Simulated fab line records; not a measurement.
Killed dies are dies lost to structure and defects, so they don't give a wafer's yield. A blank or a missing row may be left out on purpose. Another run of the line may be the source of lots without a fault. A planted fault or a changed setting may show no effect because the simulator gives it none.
Problem report in the 8D (eight disciplines) form, filled by code :: flow nand_harc :: the parts of the form that need people (team, actions taken, sign-off) are left out

== 1. WHAT WENT WRONG ==
raw_defect_count at NHARC_A_CHANNEL_HOLE_D1_INSPECT_40 reads a mean of 779 on 6 wafers of 2 lots; wafers without a fault read 62 with a standard deviation of 16. That is +45 standard deviations from the usual mean.
The first sign was on wafer L147.1 at day 10 18:05, on defect_inspect-01. Wafers with a number at this step in the record: 36, from 12 lots. The rule behind "out" and "out of limits": a value lying over 4 standard deviations away from the usual mean. Any other wafer with a number is counted as sound.

== 2. WHAT IT IS, AND WHAT IT ISN'T ==
question: which readings at this step
is: raw_defect_count
is not: -

question: which lots
is: L147, L148
is not: L137, L138, L139, L140, L144, L145, L154, L156, L158, L160

question: which wafers of those lots
is: all that have a number
is not: -

question: read on which gauges
is: defect_inspect-01, defect_inspect-02
is not: -

question: when
is: from day 10 18:05
is not: up to then (18 sound wafers); but 12 sound wafers of L154, L156, L158, L160 came after

== 3. WHAT RULES OUT EACH SUSPECT ==
Counting: a tool at a process step up to the reading stays a suspect if it ran every lot that is out and no sound lot after the first of them.
- the gauge at NHARC_A_CHANNEL_HOLE_D1_INSPECT_40 has been ruled out. The wafers that are out were read on 2 gauges (defect_inspect-01, defect_inspect-02).
- har_etch-01 at NHARC_A_CHANNEL_HOLE_D1_ETCH_19 (etches the open film in C4F8/O2/Ar, time 34.5 s): kept. It processed each lot that is out, first L147 at day 10 12:02, and no sound lot thereafter; up to then, the last sound lot it processed was L144 at day 9 23:01.
Remaining after the count: har_etch-01 at NHARC_A_CHANNEL_HOLE_D1_ETCH_19.

== 4. THE CAUSE (what the simulator had put in) ==
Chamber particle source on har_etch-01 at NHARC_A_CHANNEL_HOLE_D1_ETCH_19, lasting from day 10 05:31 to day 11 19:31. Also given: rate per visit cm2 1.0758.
Counting left only this tool.

== 5. SEQUENCE OF EFFECTS, ordered by route ==
One row per reading whose mean, taken over the struck wafers that have a number, lies over 3 standard deviations from the usual. Scope: only readings with a usual standard deviation given in the record; hours: median across lots of the time from each lot's start at the first step in this table that gives one to its start at this step; sigmas: change in usual standard deviations.
hours: 0
step: NHARC_A_CHANNEL_HOLE_D1_INSPECT_40
reading: raw_defect_count
usual: 62
on struck wafers: 779
change: +717
sigmas: +45

hours: 256
step: NHARC_END_SORT_01
reading: killed_at_array
usual: 28
on struck wafers: 110
change: +82
sigmas: +9.5

hours: 256
step: NHARC_END_SORT_01
reading: killed_dies
usual: 32
on struck wafers: 113
change: +81
sigmas: +9.3

== 6. HOW IT WOULD HAVE BEEN CAUGHT EARLIER ==
Counted from the fault's start at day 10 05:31, it took 13 hours until the first out-of-limits reading at a measuring or inspecting step in this record, taken at day 10 18:05.
Of the tool readings at NHARC_A_CHANNEL_HOLE_D1_ETCH_19 for which the record gives a usual standard deviation, none was out on any struck wafer, so an alarm limit of 4 standard deviations on them would not have fired.
Among the 2 lots that are out, L148 began NHARC_A_CHANNEL_HOLE_D1_ETCH_19 on har_etch-01 after day 10 18:05. Holding the tool at that time would have saved it.
